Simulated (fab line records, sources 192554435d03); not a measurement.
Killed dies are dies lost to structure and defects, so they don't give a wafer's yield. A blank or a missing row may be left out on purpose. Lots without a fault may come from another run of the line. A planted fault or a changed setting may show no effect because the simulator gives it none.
Split-lot experiment | flow n5_finfet | 7 lots, 21 wafers read, on a route of 1938 steps

THE SPLIT
At N5_SD_EPI_N_EPI_21 (deposits Si:P, time 690 s), the setting time_s was moved away from the recipe's 690 s on 9 of the 21 wafers read, by -6.2% to +14.9%. The other wafers ran this setting at the recipe's value.

FROM THE SPLIT TO THE READING: what the file shows between them, 3 steps
- N5_SD_EPI_N_PRECLEAN_24: cleans in O3/DIW, time 60 s
- N5_SD_ACTIVATION_RTA_00: time 0 s
- N5_SD_ACTIVATION_LSA_01: time 0.0008 s

THE READING
RS_SD_N, in ohm/sq, at N5_SD_ACTIVATION_RS_MEAS_03 (measures by four-point-probe). Fault-free wafers of this fab line usually give 21.94 ohm/sq, standard deviation 0.25 ohm/sq.

wafer  | tool, chamber at the split | time_s as run, s | against the recipe | RS_SD_N, ohm/sq | against lot-mates on the recipe
L075.2 | epi_rpcvd-02, 0            | 690              | recipe             | 22.31           | -
L075.3 | epi_rpcvd-02, 0            | 774.9            | +12.3%             | 20.48           | -1.86
L075.4 | epi_rpcvd-02, 0            | 690              | recipe             | 22.36           | -
L077.3 | epi_rpcvd-04, 0            | 647.5            | -6.2%              | 22.85           | +1.16
L077.4 | epi_rpcvd-04, 0            | 690              | recipe             | 21.69           | -
L077.6 | epi_rpcvd-04, 0            | 647.5            | -6.2%              | 23.05           | +1.36
L080.3 | epi_rpcvd-01, 0            | 742.6            | +7.6%              | 20.69           | -1.52
L080.4 | epi_rpcvd-01, 0            | 742.6            | +7.6%              | 21.19           | -1.02
L080.6 | epi_rpcvd-01, 0            | 690              | recipe             | 22.21           | -
L084.1 | epi_rpcvd-02, 0            | 690              | recipe             | 22.42           | -
L084.3 | epi_rpcvd-02, 0            | 690              | recipe             | 22.50           | -
L084.5 | epi_rpcvd-02, 0            | 690              | recipe             | 22.34           | -
L092.1 | epi_rpcvd-02, 0            | 690              | recipe             | 22.15           | -
L092.3 | epi_rpcvd-02, 0            | 792.7            | +14.9%             | 20.22           | -1.93
L092.6 | epi_rpcvd-02, 0            | 792.7            | +14.9%             | 20.21           | -1.94
L095.1 | epi_rpcvd-02, 0            | 690              | recipe             | 21.97           | -
L095.3 | epi_rpcvd-02, 0            | 690              | recipe             | 21.71           | -
L095.6 | epi_rpcvd-02, 0            | 690              | recipe             | 21.65           | -
L096.2 | epi_rpcvd-01, 0            | 653.7            | -5.3%              | 22.65           | +0.59
L096.3 | epi_rpcvd-01, 0            | 653.7            | -5.3%              | 22.57           | +0.51
L096.4 | epi_rpcvd-01, 0            | 690              | recipe             | 22.06           | -

THE FIT
A straight line over all 21 wafers: RS_SD_N changes by -0.129 ohm/sq for each +1% of time_s; r = -0.96; the points scatter about the line by 0.26 ohm/sq.
The same after taking each lot's own level away (the mean of its wafers on the recipe; 21 wafers): -0.144 ohm/sq for each +1%; r = -0.98; scatter 0.2 ohm/sq.
On that fit, the largest move of time_s shifts the reading by 2.2 ohm/sq.
The lots' own levels span 21.690 to 22.420 ohm/sq, that is 2.9 times the standard deviation above.
So the lot-to-lot level changes the slope: the two fits differ.
Check: with one of the wafers moved furthest among these (+14.9%) left out of the fit, the line predicts -2.21 ohm/sq for it against its lot-mates. It came out at -1.93 ohm/sq against them.

OTHER SPLITS ON THESE WAFERS
These wafers also went through other splits before the reading. Each is held against what the fit with the lots' levels taken away leaves over:
other split on the same wafers     | wafers away from the commonest value | r with RS_SD_N (lot level and that fit taken away)
N5_FIN_SAQP_HM_DEP_03 time_s       | 7                                    | +0.24
N5_FIN_SAQP_COAT_10 spin_rpm       | 10                                   | +0.52
N5_FIN_SAQP_ETCH_64 bias_w         | 9                                    | +0.06
N5_DUMMY_GATE_COAT_28 spin_rpm     | 3                                    | +0.59
N5_DUMMY_GATE_COAT_09 spin_rpm     | 11                                   | +0.10
N5_SD_EPI_N_ETCH_45 target_depth_a | 10                                   | +0.21

THE WHOLE CHAIN: every reading that the file lists as answering this split, in the file's order
step                        | what it does                 | reading                                                                         | change (the file's fit)               | r (the file's)
N5_SD_EPI_N_EPI_21          | deposits Si:P, time 690 s    | Si-P_of_SD_EPI_N_EPI_21.thk_nm (the simulator's own value, which no gauge read) | +0.414 nm for each +1% of the setting | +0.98
N5_SD_ACTIVATION_RS_MEAS_03 | measures by four-point-probe | RS_SD_N                                                                         | -0.145 for each +1% of the setting    | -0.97

THE FILE'S OWN FIT
RS_SD_N changes by -0.145 ohm/sq for each +1% of time_s, r = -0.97.
